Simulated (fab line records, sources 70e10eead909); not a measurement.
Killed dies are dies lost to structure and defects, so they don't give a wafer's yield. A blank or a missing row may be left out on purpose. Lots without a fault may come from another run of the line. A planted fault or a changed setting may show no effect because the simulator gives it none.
fab line records | flow nand_harc
record lots=6 wafers=18 last_day=23
route steps=1159 shown A_WL_FILL@831 A_CONTACT@840 END@1159
lots that met no fault: from a run of the same line without faults
start_h: hours from the record's first day to the start of the lot's first wafer shown | wait_h: hours since the lot's step before | " the same as in the row above | L1.1+2: a row that stands for several wafers | - no value, or no start given | * or withheld: withheld | < > ~ a bound
route shown NAME@n: a module of which the file shows steps, and the number in the route of the first | usual: mean/standard deviation of fault-free wafers | same: alike in all rows | chamber/n: place in a boat | sites: the reading at each site | _std_site: their standard deviation | _edge_site: outer sites' mean less inner sites' | radius_mm: how far each site lies from the wafer's centre | mask NAME#n: copy n | behind: the tool/chamber that last shaped the wafer | hold: why the lot was held/for how many hours/how that ended | device: the transistor (n, p or np) that didn't switch | end of line: the same wafers' tests at the end of the route | a step without rows: its recipe alone | killed: dies lost to structure and defects at the first sort, not the wafer's yield | map: a wafer's dies, x killed, . not, _ none there
set.NAME: the setting as run; set.NAME@STEP: as run at that earlier step | model.NAME: the simulator's own value behind a step, which no gauge read
lots at some steps of the route; a table a step, a row a wafer
services: from which hour (start_h, from the record's first day; less than 0 if before it) a tool's chamber was out of use, for how many hours, and why
## steps
# step NHARC_A_WL_FILL_SRD_14
# step NHARC_A_WL_FILL_ALD_19
# recipe target_thk_a=20 pulse_time_s=3 ald_cycles=100 temp_c=450 material=TiN
# step NHARC_A_WL_FILL_CVD_20
# recipe target_thk_a=750 temp_c=300 pressure_torr=40 wf6_flow_sccm=40 h2_flow_sccm=1600 ar_flow_sccm=1560 time_s=5064 material=W
# usual chamber_pressure_Torr=40.00/0.084 heater_power_outer_w=294/21 heater_power_w=515/46 susceptor_temp_C=299.95/0.19 throttle_valve_pct=7.90/0.26
# columns lot.wafer tool chamber start_h wait_h chamber_pressure_Torr heater_power_outer_w heater_power_w susceptor_temp_C throttle_valve_pct
L189.1 cvd_w-01 0 - - 39.94 285 492 299.74 8.16
L189.4 " 1 " " 40.00 270 450 300.04 7.98
L189.6 " 1 " " 40.02 258 457 299.94 7.99
L191.1 cvd_w-02 0 - - 39.99 319 589 299.93 7.75
L191.3 " 0 " " 39.96 322 560 299.87 7.80
L191.5 " 1 " " 40.02 304 537 299.95 7.41
L194.2 cvd_w-02 0 - - 39.83 321 569 299.82 7.85
L194.4 " 0 " " 39.99 313 573 299.85 8.21
L194.6 " 0 " " 39.90 312 573 300.05 8.18
L202.2 cvd_w-01 0 - - 40.01 279 496 300.17 8.17
L202.3 " 1 " " 40.06 272 465 299.82 8.03
L202.5 " 1 " " 39.99 260 462 300.09 8.00
L203.2 cvd_w-02 1 - - 39.98 321 538 - 7.62
L203.6 " 1 " " 40.06 312 548 - 7.58
L203.5 " 0 " " 40.11 319 590 - 8.27
L205.2 cvd_w-01 0 - - 40.00 290 494 300.14 7.78
L205.3 " 0 " " 39.81 286 500 299.85 8.09
L205.5 " 0 " " 40.07 288 500 299.93 8.41
# step NHARC_A_WL_FILL_CMP_12
# recipe t_overpolish_s=30 target_thk_nm=75
# step NHARC_A_WL_FILL_SRD_31
# step NHARC_A_WL_FILL_INSPECT_15
# usual raw_defect_count=380/130
# columns lot.wafer tool chamber start_h wait_h raw_defect_count
L189.1 defect_inspect-01 - 384.61 0.0 256
L189.4 " - " " 297
L189.6 " - " " 756
L191.1 defect_inspect-02 - 401.93 0.0 299
L191.3 " - " " 306
L191.5 " - " " 359
L194.2 defect_inspect-01 - 414.68 0.0 395
L194.4 " - " " 302
L194.6 " - " " 490
L202.2 defect_inspect-02 - 461.65 0.1 325
L202.3 " - " " 269
L202.5 " - " " 309
L203.2 defect_inspect-02 - 471.48 0.0 381
L203.5 " - " " 372
L203.6 " - " " 345
L205.2 defect_inspect-02 - 485.38 0.0 403
L205.3 " - " " 453
L205.5 " - " " 536
# step NHARC_A_CONTACT_DEP_24
# recipe target_thk_a=5000 temp_c=400 pressure_torr=6.5 rf_w=900 teos_flow_sccm=161.4 flow_sccm=2650 target_thk_nm=500 gas=O2 material=SiO2
# usual chamber_pressure_Torr=6.503/0.014 heater_power_outer_w=315/70 heater_power_w=552/100 mfc_precursor_sccm=161.4/0.46 susceptor_temp_C=399.99/0.23 throttle_valve_pct=16.0/0.44
# columns lot.wafer tool chamber start_h wait_h chamber_pressure_Torr heater_power_outer_w heater_power_w mfc_precursor_sccm susceptor_temp_C throttle_valve_pct
L189.1 pecvd-01 0 385.25 0.6 6.492 408 706 160.9 399.59 15.9
L189.6 " 0 " " 6.484 439 733 161.1 399.67 16.0
L189.4 " 2 " " 6.534 206 322 160.9 400.09 16.3
L191.3 pecvd-01 2 402.06 0.1 6.487 293 422 161.8 399.94 16.1
L191.1 " 0 " " 6.489 451 748 161.0 399.65 15.8
L191.5 " 2 " " 6.478 295 439 161.1 399.89 16.0
L194.2 pecvd-01 2 414.83 0.2 6.536 268 413 161.9 400.01 15.9
L194.6 " 2 " " 6.485 279 431 161.5 400.18 16.1
L194.4 " 0 " " 6.489 417 705 161.6 399.95 16.1
L202.3 pecvd-04 0 461.71 0.1 6.501 339 562 161.9 400.15 15.7
L202.2 " 1 " " 6.503 444 665 161.5 400.09 16.3
L202.5 " 1 " " 6.502 448 691 161.4 399.97 16.0
L203.2 pecvd-01 0 471.67 0.2 6.490 358 627 161.8 399.98 15.5
L203.5 " 1 " " 6.528 225 447 161.9 399.93 16.5
L203.6 " 2 " " 6.513 312 471 161.0 399.99 15.7
L205.3 pecvd-04 1 485.45 0.1 6.510 359 567 160.9 399.76 16.0
L205.2 " 0 " " 6.486 284 521 161.2 399.97 15.5
L205.5 " 1 " " 6.492 389 606 160.8 399.86 15.8
# step NHARC_A_CONTACT_DEP_28
# recipe target_thk_a=36000 temp_c=400 material=aC
# step NHARC_A_CONTACT_DEP_29
# recipe target_thk_a=700 target_thk_nm=70 temp_c=400 pressure_torr=3.5 flow_sccm=200 rf_w=350 material=SiON
# usual chamber_pressure_Torr=3.500/0.0081 heater_power_outer_w=459/68 heater_power_w=733/100 susceptor_temp_C=399.95/0.23
# columns lot.wafer tool chamber start_h wait_h chamber_pressure_Torr heater_power_outer_w heater_power_w susceptor_temp_C
L189.1 pecvd-03 0 388.08 1.9 3.511 498 821 399.71
L189.4 " 2 " " 3.509 433 691 399.82
L189.6 " 0 " " 3.508 489 847 400.08
L191.1 pecvd-01 0 405.43 1.9 3.494 508 809 399.86
L191.3 " 1 " " 3.489 333 609 400.05
L191.5 " 2 " " 3.493 409 612 399.85
L194.2 pecvd-04 2 421.37 1.6 3.503 477 704 399.77
L194.4 " 1 " " 3.490 530 779 399.51
L194.6 " 2 " " 3.506 463 730 400.20
L202.2 pecvd-01 0 466.98 1.5 3.510 514 809 400.25
L202.3 " 1 " " 3.501 338 584 399.90
L202.5 " 1 " " 3.497 348 582 399.86
L203.2 pecvd-01 0 474.62 1.7 3.505 560 893 399.54
L203.5 " 1 " " 3.511 352 606 399.57
L203.6 " 0 " " 3.519 582 918 400.09
L205.3 pecvd-04 0 490.32 1.1 3.502 417 705 400.02
L205.2 " 1 " " 3.497 522 770 400.14
L205.5 " 2 " " 3.498 441 658 399.74
# step NHARC_A_CONTACT_DEHYDRATE_32
# recipe temp_c=150 time_s=120
# step NHARC_A_CONTACT_HMDS_33
# recipe time_s=30
# step NHARC_A_CONTACT_COAT_34
# recipe temp_c=260 time_s=75
# step NHARC_A_CONTACT_COAT_35
# recipe temp_c=225 time_s=65
# step NHARC_A_CONTACT_COAT_36
# recipe spin_rpm=1500 resist_thk_nm=90
# step NHARC_A_CONTACT_SOFTBAKE_37
# recipe temp_c=105 time_s=55
# step NHARC_A_CONTACT_EBR_38
# step NHARC_A_CONTACT_EXPOSE_39
# recipe na=1.35 sigma_outer=0.8 dose_mj=58.79 mask_id=A_CC_3
# step NHARC_A_CONTACT_PEB_40
# recipe peb_temp_c=100 peb_time_s=65
# step NHARC_A_CONTACT_DEVELOP_41
# recipe develop_time_s=35 dev_temp_c=23
# step NHARC_A_CONTACT_CD_MEAS_42
# recipe target_cd_nm=200 landing_energy_ev=500
# usual cd_nm=199.8/0.55
# columns lot.wafer tool chamber start_h wait_h cd_nm
L189.1 cd_sem-01 0 388.77 - 199.7
L189.4 " 0 " " 200.3
L189.6 " 0 " " 201.0
L191.1 cd_sem-03 0 406.03 - 199.5
L191.3 " 0 " " 199.7
L191.5 " 0 " " 200.0
L194.2 cd_sem-02 0 422.03 - 200.0
L194.4 " 0 " " 200.9
L194.6 " 0 " " 200.5
L202.2 cd_sem-01 0 467.68 - 200.2
L202.3 " 0 " " 200.5
L202.5 " 0 " " 198.8
L203.2 cd_sem-03 0 475.18 - 199.5
L203.5 " 0 " " 199.5
L203.6 " 0 " " 200.0
L205.2 cd_sem-01 0 491.04 - 200.5
L205.3 " 0 " " 199.8
L205.5 " 0 " " 199.1
# step NHARC_A_CONTACT_OVL_MEAS_43
# usual overlay_x_nm=-0.2/0.78 overlay_y_nm=-0.2/0.85
# columns lot.wafer tool chamber start_h wait_h overlay_x_nm overlay_y_nm
L189.1 overlay-02 - 388.86 - 0.0 0.4
L189.4 " - " " -0.3 0.0
L189.6 " - " " 0.0 0.2
L191.1 overlay-02 - 406.12 - -0.5 0.2
L191.3 " - " " -0.4 0.4
L191.5 " - " " -0.3 -0.5
L194.2 overlay-02 - 422.13 - 0.4 -0.3
L194.4 " - " " 1.3 0.3
L194.6 " - " " 0.6 -0.2
L202.2 overlay-01 - 467.76 - -0.8 -1.1
L202.3 " - " " -0.9 0.0
L202.5 " - " " -0.8 0.0
L203.2 overlay-02 - 475.28 - -2.0 -0.5
L203.5 " - " " -1.9 -1.1
L203.6 " - " " -1.6 -0.7
L205.2 overlay-02 - 491.12 - -0.3 -0.9
L205.3 " - " " -0.4 -1.5
L205.5 " - " " 0.3 -1.7
# step NHARC_A_CONTACT_INSPECT_44
# usual raw_defect_count=26/14
# columns lot.wafer tool chamber start_h wait_h raw_defect_count
L189.1 defect_inspect-01 - 388.90 0.0 40
L189.4 " - " " 31
L189.6 " - " " 34
L191.1 defect_inspect-01 - 406.15 0.0 32
L191.3 " - " " 33
L191.5 " - " " 44
L194.2 defect_inspect-02 - 422.17 0.0 32
L194.4 " - " " 20
L194.6 " - " " 32
L202.2 defect_inspect-02 - 467.80 0.0 37
L202.3 " - " " 32
L202.5 " - " " 33
L203.2 defect_inspect-02 - 475.31 0.0 75
L203.5 " - " " 58
L203.6 " - " " 58
L205.2 defect_inspect-02 - 491.16 0.0 14
L205.3 " - " " 19
L205.5 " - " " 15
# step NHARC_A_CONTACT_DESCUM_47
# recipe time_s=3 o2_flow_sccm=200 ar_flow_sccm=0 bias_power_w=0 chemistry=O2
# step NHARC_A_CONTACT_ETCH_48
# recipe target_depth_a=390 over_etch_frac=0.3 time_s=65 ion_energy_ev=80 cf4_flow_sccm=150 ar_flow_sccm=0 rf_w=300 bias_w=100 chemistry=CF4
# step NHARC_A_CONTACT_ETCH_49
# recipe target_depth_a=2600 over_etch_frac=0.3 time_s=475.3 ion_energy_ev=200 n2_flow_sccm=150 h2_flow_sccm=150 ar_flow_sccm=0 rf_w=400 bias_w=150 chemistry=N2/H2
# usual drypump_motor_current_A=5.9/0.39 oes_product_au=1.000/0.013 rf_vpp_V=430/3.2 showerhead_plenum_p_Torr=2.04/0.11 throttle_valve_pct=14.171/0.009
# columns lot.wafer tool chamber start_h wait_h drypump_motor_current_A oes_product_au rf_hours_counter_h rf_vpp_V showerhead_plenum_p_Torr throttle_valve_pct
L189.1 rie_diel-12 3 - - 5.6 1.001 0 433 2.10 14.169
L189.4 " 0 " " 6.1 0.994 0 432 2.11 14.157
L189.6 " 2 " " 5.3 1.009 - 427 1.92 14.169
L191.3 rie_diel-12 1 - - 5.9 0.987 10 434 2.19 14.166
L191.1 " 3 " " 5.5 0.994 8 432 2.10 14.187
L191.5 " 1 " " 5.9 0.984 - 436 2.19 14.157
L194.2 rie_diel-11 3 - - 6.6 1.011 15 426 1.89 14.170
L194.4 " 0 " " 5.8 0.974 15 427 1.92 14.173
L194.6 " 0 " " 5.8 0.968 - 428 1.92 14.169
L202.2 rie_diel-12 2 - - 5.3 1.007 30 427 1.91 14.172
L202.3 " 3 " " 5.6 1.001 29 432 2.09 14.166
L202.5 " 3 " " 5.5 1.005 - 432 2.09 14.166
L203.2 rie_diel-03 3 - - 6.7 0.995 12 429 1.97 14.167
L203.6 " 1 " " 6.0 1.011 - 427 1.89 14.164
L203.5 " 2 " " 5.5 0.999 - 434 2.14 14.167
L205.2 rie_diel-11 3 - - 6.6 1.028 41 426 1.89 14.179
L205.3 " 0 " " 5.8 0.995 41 426 1.91 14.179
L205.5 " 3 " " 6.6 1.017 - 428 1.89 14.172
# step NHARC_A_CONTACT_ETCH_50
# recipe target_depth_a=847 time_s=42.4 cf4_flow_sccm=100 chf3_flow_sccm=30 ar_flow_sccm=0 rf_w=500 bias_w=200 chemistry=CF4/CHF3
# step NHARC_A_CONTACT_ETCH_51
# recipe target_depth_a=36000 over_etch_frac=0.3 time_s=936 ion_energy_ev=150 o2_flow_sccm=400 cos_flow_sccm=20 ar_flow_sccm=0 rf_w=500 bias_w=300 chemistry=O2/COS
# step NHARC_A_CONTACT_ETCH_111
# recipe source_w=withheld pressure_mtorr=20 bias_v=withheld time_s=140 target_depth_a=7000 ar_flow_sccm=withheld c4f8_flow_sccm=withheld o2_flow_sccm=withheld chemistry=C4F8/O2/Ar
# step NHARC_A_CONTACT_ETCH_112
# recipe source_w=withheld pressure_mtorr=20 bias_v=3000 time_s=94 target_depth_a=9220 ar_flow_sccm=withheld c4f8_flow_sccm=withheld o2_flow_sccm=withheld chemistry=C4F8/O2/Ar
# step NHARC_A_CONTACT_ETCH_113
# recipe source_w=withheld pressure_mtorr=20 bias_v=3000 time_s=94 target_depth_a=9220 ar_flow_sccm=withheld c4f8_flow_sccm=withheld o2_flow_sccm=withheld chemistry=C4F8/O2/Ar
# step NHARC_A_CONTACT_ETCH_114
# recipe source_w=withheld pressure_mtorr=20 bias_v=3000 time_s=94 target_depth_a=9220 ar_flow_sccm=withheld c4f8_flow_sccm=withheld o2_flow_sccm=withheld chemistry=C4F8/O2/Ar
# step NHARC_A_CONTACT_ETCH_115
# recipe source_w=withheld pressure_mtorr=20 bias_v=3000 time_s=94 target_depth_a=9220 ar_flow_sccm=withheld c4f8_flow_sccm=withheld o2_flow_sccm=withheld chemistry=C4F8/O2/Ar
# step NHARC_A_CONTACT_ETCH_116
# recipe source_w=withheld pressure_mtorr=20 bias_v=3000 time_s=94 target_depth_a=9220 ar_flow_sccm=withheld c4f8_flow_sccm=withheld o2_flow_sccm=withheld chemistry=C4F8/O2/Ar
# step NHARC_A_CONTACT_ETCH_117
# recipe source_w=withheld pressure_mtorr=20 bias_v=3000 time_s=94 target_depth_a=9220 ar_flow_sccm=withheld c4f8_flow_sccm=withheld o2_flow_sccm=withheld chemistry=C4F8/O2/Ar
# step NHARC_A_CONTACT_ETCH_118
# recipe source_w=withheld pressure_mtorr=20 bias_v=3000 time_s=94 target_depth_a=9220 ar_flow_sccm=withheld c4f8_flow_sccm=withheld o2_flow_sccm=withheld chemistry=C4F8/O2/Ar
# columns lot.wafer tool chamber start_h wait_h rf_hours_counter_h
L189.1 har_cap_etch-01 0 390.96 0.1 62
L189.4 " 1 " " -
L189.6 " 0 " " -
L191.1 har_cap_etch-03 1 408.25 0.1 84
L191.3 " 0 " " -
L191.5 " 0 " " -
L194.2 har_cap_etch-02 0 424.47 0.1 18
L194.4 " 1 " " -
L194.6 " 0 " " -
L202.2 har_cap_etch-03 0 469.93 0.1 95
L202.3 " 1 " " -
L202.5 " 1 " " -
L203.2 har_cap_etch-02 0 477.59 0.1 28
L203.5 " 1 " " -
L203.6 " 0 " " -
L205.2 har_cap_etch-03 0 493.65 0.1 100
L205.3 " 0 " " -
L205.5 " 0 " " -
# step NHARC_A_CONTACT_ETCH_119
# recipe source_w=withheld pressure_mtorr=20 bias_v=3000 time_s=94 target_depth_a=9220 ar_flow_sccm=withheld c4f8_flow_sccm=withheld o2_flow_sccm=withheld chemistry=C4F8/O2/Ar
# columns lot.wafer tool chamber start_h wait_h rf_hours_counter_h
L189.1 har_cap_etch-01 0 391.05 0.1 62
L189.4 " 1 " " -
L189.6 " 0 " " -
L191.1 har_cap_etch-03 1 408.34 0.1 84
L191.3 " 0 " " -
L191.5 " 0 " " -
L194.2 har_cap_etch-02 0 424.56 0.1 18
L194.4 " 1 " " -
L194.6 " 0 " " -
L202.2 har_cap_etch-03 0 470.02 0.1 95
L202.3 " 1 " " -
L202.5 " 1 " " -
L203.2 har_cap_etch-02 0 477.69 0.1 28
L203.5 " 1 " " -
L203.6 " 0 " " -
L205.2 har_cap_etch-03 0 493.77 0.1 100
L205.3 " 0 " " -
L205.5 " 0 " " -
# step NHARC_A_CONTACT_ETCH_120
# recipe source_w=withheld pressure_mtorr=20 bias_v=3000 time_s=94 target_depth_a=9220 ar_flow_sccm=withheld c4f8_flow_sccm=withheld o2_flow_sccm=withheld chemistry=C4F8/O2/Ar
# step NHARC_A_CONTACT_ETCH_121
# recipe source_w=withheld pressure_mtorr=20 bias_v=3000 time_s=94 target_depth_a=9220 ar_flow_sccm=withheld c4f8_flow_sccm=withheld o2_flow_sccm=withheld chemistry=C4F8/O2/Ar
# step NHARC_END_SORT_01
# recipe temp_c=25
# usual killed_at_array=25/10 killed_at_other=0.6/0.91 killed_at_periphery=3.6/2.9 killed_dies=29/10 killed_open=3.3/2 killed_short=1.9/1.5
# same gross_dies=677
# columns lot.wafer tool chamber start_h wait_h killed_at_array killed_at_other killed_at_periphery killed_dies killed_open killed_short
L189.1 prober-02 0 460.27 2.5 31 2 5 38 5 0
L191.1 prober-01 0 491.64 2.5 29 1 4 34 2 1
L191.3 prober-01 0 493.26 3.1 37 1 2 40 5 3
L191.5 prober-01 0 494.87 3.7 34 1 3 38 2 3
L202.2 prober-01 0 549.12 2.8 674 1 2 677 3 4
L203.2 prober-02 0 549.19 2.8 672 0 5 677 3 4
L203.6 prober-02 0 552.44 4.1 675 0 2 677 5 0
# killed by level:class
L189.1 A_SLIT:chamber_film_flake=10 A_CONTACT:chamber_film_flake=9 A_CHANNEL_HOLE_D1:chamber_film_flake=5 A_M0:geometric_particle:open=3 P_M2:chamber_film_flake=3 A_CONTACT:geometric_particle:open=2 THIN_TSV:chamber_film_flake=2 P_STI:chamber_film_flake=1
L191.1 A_CHANNEL_HOLE_D1:chamber_film_flake=14 A_SLIT:chamber_film_flake=9 P_GATE:chamber_film_flake=2 A_CHANNEL_FILL_D1:geometric_particle:open=1 A_SLIT:geometric_particle:open=1 STARTING-WAFER:geometric_particle:short=1 P_STI:chamber_film_flake=1 P_BONDPAD:chamber_film_flake=1
L191.3 A_CHANNEL_HOLE_D1:chamber_film_flake=14 A_SLIT:chamber_film_flake=10 A_SOURCE_PLATE:geometric_particle:open=3 A_STAIRCASE:chamber_film_flake=2 A_CONTACT:chamber_film_flake=2 A_M1:chamber_film_flake=2 P_CONTACT:geometric_particle:short=1 A_ONON_D1:geometric_particle:short=1
L191.5 A_SLIT:chamber_film_flake=17 A_CHANNEL_HOLE_D1:chamber_film_flake=7 A_CONTACT:chamber_film_flake=3 P_M1:geometric_particle:short=1 A_ONON_D1:geometric_particle:short=1 A_CHANNEL_FILL_D1:geometric_particle:open=1 A_WL_FILL:geometric_particle:open=1 P_GATE:chamber_film_flake=1
L202.2 A_CONTACT:area_dep=637 A_SLIT:chamber_film_flake=17 A_STAIRCASE:chamber_film_flake=6 A_CONTACT:chamber_film_flake=4 A_CHANNEL_HOLE_D1:chamber_film_flake=3 A_CHANNEL_FILL_D1:geometric_particle:open=2 P_CONTACT:geometric_particle:open=1 A_SOURCE_PLATE:geometric_particle:short=1
L203.2 A_CONTACT:area_dep=632 A_SLIT:chamber_film_flake=17 A_CHANNEL_HOLE_D1:chamber_film_flake=10 A_STAIRCASE:chamber_film_flake=7 P_CONTACT:geometric_particle:open=2 A_CHANNEL_FILL_D1:geometric_particle:short=2 P_ZERO_WELL:chamber_film_flake=2 A_CONTACT:chamber_film_flake=2
L203.6 A_CONTACT:area_dep=627 A_CHANNEL_HOLE_D1:chamber_film_flake=22 A_SLIT:chamber_film_flake=13 A_STAIRCASE:chamber_film_flake=9 P_CONTACT:geometric_particle:open=1 P_M0:geometric_particle:open=1 A_CONTACT:geometric_particle:open=1 A_BLC:geometric_particle:open=1
# map L202.2 (x killed, . not)
____________x____________
_________xxxxxxx_________
_______xxxxxxxxxxx_______
______xxxxxxxxxxxxx______
_____xxxxxxxxxxxxxxx_____
____xxxxxxxxxxxxxxxxx____
____xxxxxxxxxxxxxxxxx____
___xxxxxxxxxxxxxxxxxxx___
___xxxxxxxxxxxxxxxxxxx___
__xxxxxxxxxxxxxxxxxxxxx__
__xxxxxxxxxxxxxxxxxxxxx__
_xxxxxxxxxxxxxxxxxxxxxxx_
_xxxxxxxxxxxxxxxxxxxxxxx_
_xxxxxxxxxxxxxxxxxxxxxxx_
_xxxxxxxxxxxxxxxxxxxxxxx_
_xxxxxxxxxxxxxxxxxxxxxxx_
xxxxxxxxxxxxxxxxxxxxxxxxx
xxxxxxxxxxxxxxxxxxxxxxxxx
xxxxxxxxxxxxxxxxxxxxxxxxx
xxxxxxxxxxxxxxxxxxxxxxxxx
xxxxxxxxxxxxxxxxxxxxxxxxx
_xxxxxxxxxxxxxxxxxxxxxxx_
_xxxxxxxxxxxxxxxxxxxxxxx_
_xxxxxxxxxxxxxxxxxxxxxxx_
_xxxxxxxxxxxxxxxxxxxxxxx_
_xxxxxxxxxxxxxxxxxxxxxxx_
__xxxxxxxxxxxxxxxxxxxxx__
__xxxxxxxxxxxxxxxxxxxxx__
___xxxxxxxxxxxxxxxxxxx___
___xxxxxxxxxxxxxxxxxxx___
____xxxxxxxxxxxxxxxxx____
____xxxxxxxxxxxxxxxxx____
_____xxxxxxxxxxxxxxx_____
______xxxxxxxxxxxxx______
_______xxxxxxxxxxx_______
_________xxxxxxx_________
____________x____________
# map L203.2 (x killed, . not)
____________x____________
_________xxxxxxx_________
_______xxxxxxxxxxx_______
______xxxxxxxxxxxxx______
_____xxxxxxxxxxxxxxx_____
____xxxxxxxxxxxxxxxxx____
____xxxxxxxxxxxxxxxxx____
___xxxxxxxxxxxxxxxxxxx___
___xxxxxxxxxxxxxxxxxxx___
__xxxxxxxxxxxxxxxxxxxxx__
__xxxxxxxxxxxxxxxxxxxxx__
_xxxxxxxxxxxxxxxxxxxxxxx_
_xxxxxxxxxxxxxxxxxxxxxxx_
_xxxxxxxxxxxxxxxxxxxxxxx_
_xxxxxxxxxxxxxxxxxxxxxxx_
_xxxxxxxxxxxxxxxxxxxxxxx_
xxxxxxxxxxxxxxxxxxxxxxxxx
xxxxxxxxxxxxxxxxxxxxxxxxx
xxxxxxxxxxxxxxxxxxxxxxxxx
xxxxxxxxxxxxxxxxxxxxxxxxx
xxxxxxxxxxxxxxxxxxxxxxxxx
_xxxxxxxxxxxxxxxxxxxxxxx_
_xxxxxxxxxxxxxxxxxxxxxxx_
_xxxxxxxxxxxxxxxxxxxxxxx_
_xxxxxxxxxxxxxxxxxxxxxxx_
_xxxxxxxxxxxxxxxxxxxxxxx_
__xxxxxxxxxxxxxxxxxxxxx__
__xxxxxxxxxxxxxxxxxxxxx__
___xxxxxxxxxxxxxxxxxxx___
___xxxxxxxxxxxxxxxxxxx___
____xxxxxxxxxxxxxxxxx____
____xxxxxxxxxxxxxxxxx____
_____xxxxxxxxxxxxxxx_____
______xxxxxxxxxxxxx______
_______xxxxxxxxxxx_______
_________xxxxxxx_________
____________x____________
## services
# columns tool chamber start_h hours kind
pecvd-03 0 362.61 15.2 repair
rie_diel-11 3 367.50 4.6 repair
pecvd-04 - 376.03 13.0 pm
cvd_w-02 - 378.37 13.0 pm
rie_diel-12 - 379.53 9.0 pm
rie_diel-11 1 383.84 2.7 repair
rie_diel-03 - 392.30 9.0 pm
pecvd-04 0 397.12 12.1 repair
pecvd-03 - 407.82 2.8 repair
rie_diel-12 0 411.76 5.7 repair
pecvd-01 - 418.05 13.0 pm
pecvd-01 0 418.05 13.0 vent_cycle
pecvd-01 1 418.05 13.0 vent_cycle
pecvd-01 2 418.05 13.0 vent_cycle
pecvd-04 1 423.40 20.0 repair
pecvd-01 0 431.05 - clean
pecvd-01 1 431.05 - clean
pecvd-04 - 438.43 3.3 repair
har_cap_etch-01 - 460.12 0.6 repair
rie_diel-11 2 465.19 1.2 repair
cvd_w-01 - 467.31 0.7 repair
pecvd-03 - 473.90 13.0 pm
cvd_w-01 - 484.18 13.0 pm
rie_diel-03 3 487.54 6.7 repair
## key
first_sign step=NHARC_END_SORT_01 reading=killed_dies direction=up sigmas=63 usual=29 struck=677
effect step=NHARC_END_SORT_01 reading=killed_at_array direction=up sigmas=62 usual=25 struck=674
more_kills_born_at NHARC_A_CONTACT_DEP_29@pecvd-01=1896
met_at NHARC_A_CONTACT_DEP_29
struck_wafers L202.2,L203.2,L203.6
later_rows_left_out L202.2,L203.2,L203.6
tester_left_out L202,L203
onset_between 405.43 466.98
fault kind=process_parameter_drift tool=pecvd-01 chamber=0 onset_h=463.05 steps=NHARC_A_CONTACT_DEP_29 channel=target_thk_a offset=* shape=step end_h=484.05 acts_in=* stated=*
# tester_left_out: of these lots the tester's yield and bins aren't shown, on N5 and GAA mostly nor the transistor test; their killed dies are dies lost to structure and defects alone, not to doping, threshold or leakage, so they don't give the yield
# later_rows_left_out: the simulator's readings of these wafers behind a module that went badly wrong aren't trusted and aren't shown, but for the sort
